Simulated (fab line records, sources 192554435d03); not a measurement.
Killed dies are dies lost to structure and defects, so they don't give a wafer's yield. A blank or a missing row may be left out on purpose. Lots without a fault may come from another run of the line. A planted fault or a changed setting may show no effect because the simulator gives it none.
fab line records | flow n5_finfet
record lots=10 wafers=28 last_day=18
route steps=1938 shown BEOL_M11@1587 BEOL_M12@1602 PASSIVATION@1936
lots that met no fault: from a run of the same line without faults
start_h: hours from the record's first day to the start of the lot's first wafer shown | wait_h: hours since the lot's step before | " the same as in the row above | L1.1+2: a row that stands for several wafers | - no value, or no start given | * or withheld: withheld | < > ~ a bound
route shown NAME@n: a module of which the file shows steps, and the number in the route of the first | usual: mean/standard deviation of fault-free wafers | same: alike in all rows | chamber/n: place in a boat | sites: the reading at each site | _std_site: their standard deviation | _edge_site: outer sites' mean less inner sites' | radius_mm: how far each site lies from the wafer's centre | mask NAME#n: copy n | behind: the tool/chamber that last shaped the wafer | hold: why the lot was held/for how many hours/how that ended | device: the transistor (n, p or np) that didn't switch | end of line: the same wafers' tests at the end of the route | a step without rows: its recipe alone | killed: dies lost to structure and defects at the first sort, not the wafer's yield | map: a wafer's dies, x killed, . not, _ none there
set.NAME: the setting as run; set.NAME@STEP: as run at that earlier step | model.NAME: the simulator's own value behind a step, which no gauge read
steps of the route over a sample of lots; a table a step, a row a wafer
services: from which hour (start_h, from the record's first day; less than 0 if before it) a tool's chamber was out of use, for how many hours, and why
## steps
# step N5_BEOL_M11_CURE_72
# recipe temp_c=370 time_s=120 ambient=DMADMS/He material=SiCOH_lowk
# usual lamp_power_pct=52.31/0.055 wafer_temp_C_max=372.0/0.76
# same time_s=120
# columns lot.wafer tool chamber start_h wait_h lamp_power_pct wafer_temp_C_max
L918.1 uv_cure-02 2 231.49 0.0 52.34 373.2
L918.3 " 2 " " 52.27 373.3
L918.6 " 2 " " 52.35 373.7
L921.3 uv_cure-03 0 248.77 0.1 52.33 371.7
L921.4 " 0 " " 52.35 373.0
L921.5 " 0 " " 52.27 371.8
L925.1 uv_cure-02 1 272.54 0.0 52.23 371.6
L925.4 " 1 " " 52.25 371.9
L925.5 " 1 " " 52.34 372.1
L926.1 uv_cure-02 0 276.02 0.0 52.35 371.4
L926.3 " 0 " " 52.36 371.6
L926.4 " 0 " " 52.26 371.9
L927.1 uv_cure-02 2 283.83 0.0 52.29 372.6
L927.3 " 2 " " 52.25 373.9
L927.6 " 2 " " 52.33 373.1
L928.1 uv_cure-02 0 288.80 0.0 52.31 371.3
L928.4 " 0 " " 52.28 372.0
L928.5 " 0 " " 52.33 371.6
L932.2 uv_cure-03 1 308.02 0.1 52.40 372.1
L932.4 " 1 " " 52.31 372.3
L933.4 uv_cure-01 0 309.26 0.2 52.38 370.9
L933.6 " 0 " " 52.32 371.3
L940.2 uv_cure-01 1 356.32 0.1 52.27 371.2
L940.3 " 1 " " 52.30 371.3
L940.5 " 1 " " 52.33 371.5
L939.3 uv_cure-02 1 385.33 0.1 52.37 372.2
L939.4 " 1 " " 52.33 371.5
L939.5 " 1 " " 52.29 372.4
# step N5_BEOL_M11_SPUTTER_48
# recipe material=Cu target_thk_a=120 temp_c=-20 bias_v=60 power_w=26000 chamber_pressure_pa=0.13 time_s=2
# usual chamber_pressure_pa=0.13002/0.00026 substrate_temp_c=-20.01/0.1 throttle_valve_pct=30.1/1.1
# same time_s=2
# columns lot.wafer tool chamber start_h wait_h chamber_pressure_pa substrate_temp_c throttle_valve_pct
L918.1 pvd_sputter-01 - 234.27 0.1 0.13011 -20.21 31.2
L918.3 " - " " 0.13044 -19.80 28.9
L918.6 " - " " 0.12993 -20.08 28.5
L921.3 pvd_sputter-03 - 249.80 0.1 0.12978 -19.98 29.5
L921.4 " - " " 0.13033 -20.08 28.8
L921.5 " - " " 0.12971 -19.95 29.3
L925.1 pvd_sputter-03 - 273.81 0.2 0.13009 -20.05 28.9
L925.4 " - " " 0.13023 -20.01 31.4
L925.5 " - " " 0.12968 -20.03 28.7
L926.1 pvd_sputter-01 - 277.01 0.1 0.13074 -20.01 29.4
L926.3 " - " " 0.12993 -20.07 28.9
L926.4 " - " " 0.12983 -19.96 28.8
L927.1 pvd_sputter-02 - 286.21 0.1 0.13014 -20.12 29.3
L927.3 " - " " 0.12997 -20.04 31.0
L927.6 " - " " 0.12998 -20.01 31.4
L928.1 pvd_sputter-01 - 289.91 0.1 0.1299 -20.00 28.9
L928.4 " - " " 0.1302 -19.83 29.6
L928.5 " - " " 0.13038 -19.96 31.5
L932.2 pvd_sputter-03 - 309.76 0.1 0.12966 -20.15 31.5
L932.4 " - " " 0.12987 -20.26 31.6
L933.4 pvd_sputter-03 - 310.70 0.2 0.13003 -20.01 31.6
L933.6 " - " " 0.13001 -19.97 29.2
L940.2 pvd_sputter-02 - 357.99 0.3 0.12974 -19.87 31.1
L940.3 " - " " 0.13 -19.96 29.8
L940.5 " - " " 0.12997 -19.85 31.3
L939.3 pvd_sputter-02 - 386.38 0.1 0.12989 -19.90 30.9
L939.4 " - " " 0.13003 -20.00 29.5
L939.5 " - " " 0.12999 -20.10 31.3
# step N5_BEOL_M11_ANNEAL_51
# recipe temp_c=225 time_s=90 ambient=N2
# usual wafer_temp_C_max=225.72/0.24
# same time_s=90
# columns lot.wafer tool chamber start_h wait_h wafer_temp_C_max
L918.1 rtp_anneal-01 0 234.50 0.1 225.76
L918.3 " 0 " " 225.89
L918.6 " 0 " " 225.77
L921.3 rtp_anneal-01 0 250.12 0.1 226.34
L921.4 " 0 " " 226.10
L921.5 " 0 " " 225.87
L925.1 rtp_anneal-02 0 275.72 1.7 225.66
L925.4 " 0 " " 225.85
L925.5 " 0 " " 225.54
L926.1 rtp_anneal-02 0 277.61 0.5 225.66
L926.3 " 0 " " 225.73
L926.4 " 0 " " 225.84
L927.1 rtp_anneal-02 0 286.52 0.2 225.88
L927.3 " 0 " " 225.38
L927.6 " 0 " " 225.78
L928.1 rtp_anneal-02 0 290.14 0.1 225.40
L928.4 " 0 " " 225.52
L928.5 " 0 " " 225.52
L932.2 rtp_anneal-01 0 310.04 0.1 225.98
L932.4 " 0 " " 225.61
L933.4 rtp_anneal-01 0 311.42 0.4 226.18
L933.6 " 0 " " 225.92
L940.2 rtp_anneal-01 0 358.57 0.4 226.09
L940.3 " 0 " " 226.07
L940.5 " 0 " " 225.85
L939.3 rtp_anneal-01 0 386.92 0.4 225.47
L939.4 " 0 " " 225.70
L939.5 " 0 " " 225.49
# step N5_BEOL_M12_ILD_DEP_00
# recipe material=SiOC target_thk_a=6589.2 temp_c=350 precursor=DEMS/O2 pressure_torr=5 rf_w=500 time_s=130.7
# usual heater_power_w=458/68 rf_fwd_power_W=497.8/1.6 run_length_s=175.6/0.57 showerhead_plenum_p_Torr=5.696/0.016 throttle_valve_pct=12.0/0.74
# columns lot.wafer tool chamber start_h wait_h heater_power_w rf_fwd_power_W run_length_s showerhead_plenum_p_Torr throttle_valve_pct
L918.1 pecvd-02 2 235.28 0.0 443 499.6 175.9 5.686 11.7
L918.3 " 1 " " 437 495.1 175.1 5.698 12.8
L918.6 " 1 " " 473 496.5 175.7 5.696 13.3
L921.3 pecvd-04 1 250.81 0.0 372 496.8 174.9 5.685 11.4
L921.4 " 1 " " 393 495.2 175.2 5.668 11.6
L921.5 " 0 " " 422 498.4 175.7 5.685 11.5
L925.1 pecvd-01 1 276.50 0.0 647 497.1 175.3 5.726 12.8
L925.4 " 2 " " 564 499.2 175.2 5.674 11.3
L925.5 " 0 " " 401 498.9 174.9 5.687 11.9
L926.1 pecvd-02 0 278.40 0.0 514 496.6 176.4 5.710 12.5
L926.3 " 2 " " 447 498.6 176.2 5.708 11.3
L926.4 " 1 " " 429 496.6 175.5 5.694 13.0
L927.1 pecvd-04 2 287.36 0.0 453 497.8 174.9 5.711 11.2
L927.3 " 0 " " 390 499.1 175.7 5.681 11.3
L927.6 " 2 " " 444 496.7 174.9 5.707 11.3
L928.1 pecvd-04 2 290.93 0.0 415 497.2 175.8 5.696 11.1
L928.4 " 1 " " 422 495.2 174.6 5.675 11.7
L928.5 " 2 " " 426 498.1 175.0 5.702 11.1
L932.2 pecvd-04 2 310.77 0.0 446 496.5 239.0 5.721 11.2
L932.4 " 0 " " 404 498.7 239.9 5.694 11.4
L933.4 pecvd-04 1 312.15 0.1 356 498.3 238.5 5.681 11.7
L933.6 " 2 " " 416 495.4 175.1 5.724 11.2
L940.2 pecvd-02 1 359.33 0.0 388 496.0 174.9 5.696 13.1
L940.3 " 2 " " 485 499.9 175.8 5.693 11.6
L940.5 " 1 " " 456 498.2 174.9 5.681 13.3
L939.3 pecvd-02 1 387.86 0.0 473 500.8 175.1 5.683 13.2
L939.4 " 2 " " 461 498.5 175.9 5.692 11.9
L939.5 " 0 " " 444 496.2 176.8 5.735 12.6
# step N5_BEOL_M12_THK_MEAS_01
# recipe reads=SiOC_of_BEOL_M12_ILD_DEP_00
# usual M12_ILD_THK=657/7.8
# columns lot.wafer tool chamber start_h wait_h M12_ILD_THK[nm]
L918.1 film_metro-02 - 235.41 0.1 653
L918.3 " - " " 647
L918.6 " - " " 658
L921.3 film_metro-01 - 250.94 0.1 648
L921.4 " - " " 656
L921.5 " - " " 657
L925.1 film_metro-01 - 276.63 0.1 652
L925.4 " - " " 658
L925.5 " - " " 664
L926.1 film_metro-01 - 278.53 0.1 664
L926.3 " - " " 658
L926.4 " - " " 663
L927.1 film_metro-01 - 287.49 0.1 659
L927.3 " - " " 654
L927.6 " - " " 666
L928.1 film_metro-02 - 291.06 0.1 659
L928.4 " - " " 668
L928.5 " - " " 666
L932.2 film_metro-02 - 310.90 0.1 969
L932.4 " - " " 985
L933.4 film_metro-01 - 312.23 0.0 971
L933.6 " - " " 661
L940.2 film_metro-02 - 359.51 0.1 649
L940.3 " - " " 661
L940.5 " - " " 666
L939.3 film_metro-01 - 387.99 0.1 658
L939.4 " - " " 658
L939.5 " - " " 661
# step N5_BEOL_M12_STRIP_63
# recipe chemistry=N2/H2 power_w=1000 temp_c=250 h2_frac=0.65 overash_fraction=0.3 pressure_mtorr=1000 n2_flow_sccm=1750 h2_flow_sccm=3250
# usual drypump_motor_current_A=5.6/0.54 heater_power_w=327/8.6 oes_product_au=0.693/0.0046 strip_time_to_endpoint_s=42.7/0.7
# columns lot.wafer tool chamber start_h wait_h drypump_motor_current_A heater_power_w oes_product_au rf_hours_counter_h strip_time_to_endpoint_s
L918.1 plasma_asher-01 1 236.09 - 5.8 318 0.704 117 42.7
L918.3 " 1 " " 5.8 320 0.686 - 44.0
L918.6 " 1 " " 5.8 324 0.693 - 43.0
L921.3 plasma_asher-02 0 251.90 - 6.4 339 0.694 - 42.3
L921.4 " 1 " " 5.3 335 0.692 - 41.5
L921.5 " 0 " " 6.4 332 0.690 - 42.1
L925.1 plasma_asher-01 0 277.32 - 5.0 324 0.692 126 42.4
L925.4 " 1 " " 5.8 323 0.695 - 41.9
L925.5 " 0 " " 5.0 316 0.697 - 41.6
L926.1 plasma_asher-02 0 279.55 - 6.4 326 0.699 74 42.3
L926.3 " 1 " " 5.3 320 0.694 - 42.6
L926.4 " 0 " " 6.4 336 0.691 - 42.4
L927.1 plasma_asher-01 0 288.29 - 5.0 315 0.698 128 42.8
L927.3 " 0 " " 5.0 325 0.697 - 43.5
L927.6 " 1 " " 5.8 310 0.691 - 43.1
L928.1 plasma_asher-01 1 292.20 - 5.8 322 0.698 129 43.2
L928.4 " 0 " " 5.0 311 0.693 - 41.7
L928.5 " 0 " " 5.0 319 0.691 - 42.4
L932.2 plasma_asher-01 0 311.75 - 5.0 329 0.645 133 15.8
L932.4 " 1 " " 5.8 319 0.641 - 14.2
L933.4 plasma_asher-02 0 312.93 - 6.4 335 0.656 - 15.5
L933.6 " 0 " " 6.4 335 0.690 - 42.0
L940.2 plasma_asher-02 0 360.31 - 6.4 332 0.685 90 44.0
L940.3 " 0 " " 6.4 333 0.690 - 42.7
L940.5 " 0 " " 6.4 334 0.690 - 42.1
L939.3 plasma_asher-02 0 389.38 - 6.4 332 0.692 - 42.0
L939.4 " 1 " " 5.3 336 0.685 - 41.9
L939.5 " 0 " " 6.4 330 0.693 - 42.2
# step N5_PASSIVATION_PROBE_49
# usual defect_limited_yield=91.1/1.3 killed_at_M0_to_M3=35/11 killed_at_M4_up=13/5.4 killed_at_contacts=14/6.5 killed_at_front_end=41/11 killed_at_other=4/3.1 killed_dies=106/15 killed_open=69/12 killed_short=35/7 sort_bin_4_leakage=0.01/0.078 sort_bin_5_function=5.2/0.86 sort_bin_6_memory=3.4/0.64 sort_n_pass=1074/15 sort_yield_pct=91.0/1.3
# same gross_dies=1180 killed_at_back_side=0 sort_bin_8_speed[%]=0
# columns lot.wafer tool chamber start_h wait_h defect_limited_yield[%] killed_at_M0_to_M3 killed_at_M4_up killed_at_contacts killed_at_front_end killed_at_other killed_dies killed_open killed_short sort_bin_4_leakage[%] sort_bin_5_function[%] sort_bin_6_memory[%] sort_n_pass sort_yield_pct[%]
L921.3 prober-02 - 293.54 0.1 92.5 27 10 8 39 4 88 57 28 0 4.7 2.5 1092 92.5
L921.4 prober-02 - 293.59 0.2 90.9 39 17 18 27 6 107 65 41 0 4.7 3.9 1073 90.9
L921.5 prober-02 - 293.64 0.2 90.2 43 16 10 41 6 116 71 42 0 6.0 3.6 1064 90.2
L933.4 prober-02 - 351.71 0.2 88.6 51 27 12 42 3 135 85 45 0 6.9 4.0 1045 88.6
L933.6 prober-02 - 351.81 0.3 87.6 31 22 38 51 4 146 106 38 0 7.2 5.1 1034 87.6
# killed by level:class
L921.3 FIN_SAQP:geometric_particle:short=10 STI_FIN_REVEAL:geometric_particle:open=9 FIN_SAQP:geometric_particle:open=8 BEOL_M0_SAQP:geometric_particle:short=7 MOL_CONTACT_COAG:geometric_particle:open=6 BEOL_M0_SAQP:geometric_particle:open=5 BEOL_M2:geometric_particle:open=5 BEOL_M4:geometric_particle:open=5
L921.4 MOL_CONTACT_COAG:geometric_particle:open=14 FIN_SAQP:geometric_particle:short=8 BEOL_M5:geometric_particle:open=8 BEOL_M2:geometric_particle:open=7 BEOL_M0_SAQP:geometric_particle:short=6 BEOL_M3:geometric_particle:short=6 BEOL_M0:geometric_particle:open=5 GATE_CUT:geometric_particle:short=4
L921.5 FIN_SAQP:geometric_particle:open=12 BEOL_M0_SAQP:geometric_particle:short=12 BEOL_M2:geometric_particle:open=10 GATE_CUT:geometric_particle:short=8 BEOL_M0:geometric_particle:open=7 BEOL_M4:geometric_particle:open=7 BEOL_M0_SAQP:geometric_particle:open=6 FIN_SAQP:geometric_particle:short=5
L933.4 BEOL_M4:geometric_particle:open=11 MOL_CONTACT_COAG:geometric_particle:open=10 BEOL_M3:geometric_particle:open=10 STI_FIN_REVEAL:geometric_particle:open=9 BEOL_M0_SAQP:geometric_particle:short=8 BEOL_M2:geometric_particle:open=7 STARTING-WAFER:geometric_particle:short=7 BEOL_M0:geometric_particle:open=6
L933.6 MOL_CONTACT_COAG:geometric_particle:open=30 STI_FIN_REVEAL:geometric_particle:open=14 FIN_SAQP:geometric_particle:open=12 BEOL_M4:geometric_particle:open=12 FIN_SAQP:geometric_particle:short=9 MOL_CONTACT_COAG:geometric_particle:short=8 BEOL_M3:geometric_particle:open=8 DUMMY_GATE:geometric_particle:open=6
## services
# columns tool chamber start_h hours kind
pecvd-01 - 214.89 2.5 repair
uv_cure-01 - 227.98 0.8 repair
uv_cure-01 - 251.38 0.3 repair
rtp_anneal-01 - 272.61 3.5 pm
uv_cure-03 - 295.39 2.1 pm
pecvd-01 2 307.36 4.2 repair
uv_cure-03 - 320.18 14.6 pm
pecvd-02 0 336.68 2.1 scheduled_down
uv_cure-02 - 343.66 1.6 repair
pecvd-02 2 356.25 2.6 repair
pecvd-02 0 357.39 5.5 scheduled_down
pecvd-01 1 357.67 2.1 scheduled_down
uv_cure-03 - 370.01 2.8 pm
plasma_asher-01 - 372.83 15.6 pm
pecvd-01 1 374.05 3.0 repair
## key
first_sign step=N5_BEOL_M12_ILD_DEP_00 reading=run_length_s direction=up sigmas=99+ usual=* struck=*
effect step=N5_BEOL_M12_THK_MEAS_01 reading=M12_ILD_THK direction=up sigmas=41 usual=657 struck=975
effect step=N5_BEOL_M12_STRIP_63 reading=strip_time_to_endpoint_s direction=down sigmas=39 usual=* struck=*
met_at N5_BEOL_M12_ILD_DEP_00
struck_lots L932,L933
struck_wafers L932.2,L932.4,L933.4
not_acting_at N5_BEOL_M11_CURE_72,N5_BEOL_M11_SPUTTER_48,N5_BEOL_M11_ANNEAL_51
onset_between 290.93 310.77
fault kind=process_parameter_drift tool=pecvd-04 chamber=- onset_h=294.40 steps=N5_BEOL_M12_ILD_DEP_00 channel=time_s offset=* shape=step end_h=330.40 scope=struck_wafers_only acts_in=* stated=*
